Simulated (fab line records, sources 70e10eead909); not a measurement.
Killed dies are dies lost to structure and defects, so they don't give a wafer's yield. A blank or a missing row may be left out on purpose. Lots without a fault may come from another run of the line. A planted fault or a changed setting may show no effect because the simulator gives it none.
Chamber matching | flow nand_harc | NHARC_A_WL_FILL_ALD_10 on ald_hk-03: 4 sister chambers
The step deposits SiO2, target thk 50 nm, pulse time 10 s, ald cycles 500. 7 wafers are shown with their chamber, then 8 later ones without.

WAFERS WITH THEIR CHAMBER
wafer  | chamber | heater_power_w (W) | susceptor_temp_C (C)
L078.4 | 1       | 515                | 300.52
L081.4 | 0       | 491                | 299.78
L081.6 | 3       | 423                | 299.67
L082.2 | 1       | 504                | 300.29
L082.1 | 0       | 482                | 300.00
L082.5 | 2       | 479                | 300.00
L086.1 | 3       | 429                | 299.79

WAFERS WITHOUT THEIR CHAMBER
wafer  | heater_power_w (W) | susceptor_temp_C (C)
L086.3 | 497                | 299.66
L086.5 | 494                | 300.12
L090.1 | 480                | 300.24
L090.3 | 526                | 299.88
L090.5 | 483                | 299.80
L092.4 | 498                | 299.69
L092.1 | 496                | 299.96
L092.3 | 471                | 300.01

WHICH CHAMBER EACH WENT THROUGH
wafer  | from the rows above          | in truth
L086.3 | can't be placed: 0 or 2      | 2
L086.5 | can't be placed: 0 or 2 or 1 | 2
L090.1 | can't be placed: 2 or 0      | 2
L090.3 | can't be placed: 1 or 0      | 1
L090.5 | can't be placed: 0 or 2      | 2
L092.4 | can't be placed: 0 or 2      | 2
L092.1 | can't be placed: 0 or 2      | 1
L092.3 | can't be placed: 2 or 0      | 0
Placed correctly: 0 of 8. Can't be placed from these rows: 8 (the true chamber is among the candidates in 7). Placed wrongly: 0.
How it was worked out, from the rows above alone: a wafer's distance from a chamber is the root of the sum, over the readings, of the square of ((its reading less the chamber's mean) divided by the reading's scatter). The wafer belongs to the nearest chamber; if the next one is less than 2 further off, it can't be placed. A chamber's mean is the mean of its shown wafers. The scatter: the root of (the sum of the squares of (reading less its chamber's mean) over the shown wafers, divided by (wafers less chambers)).
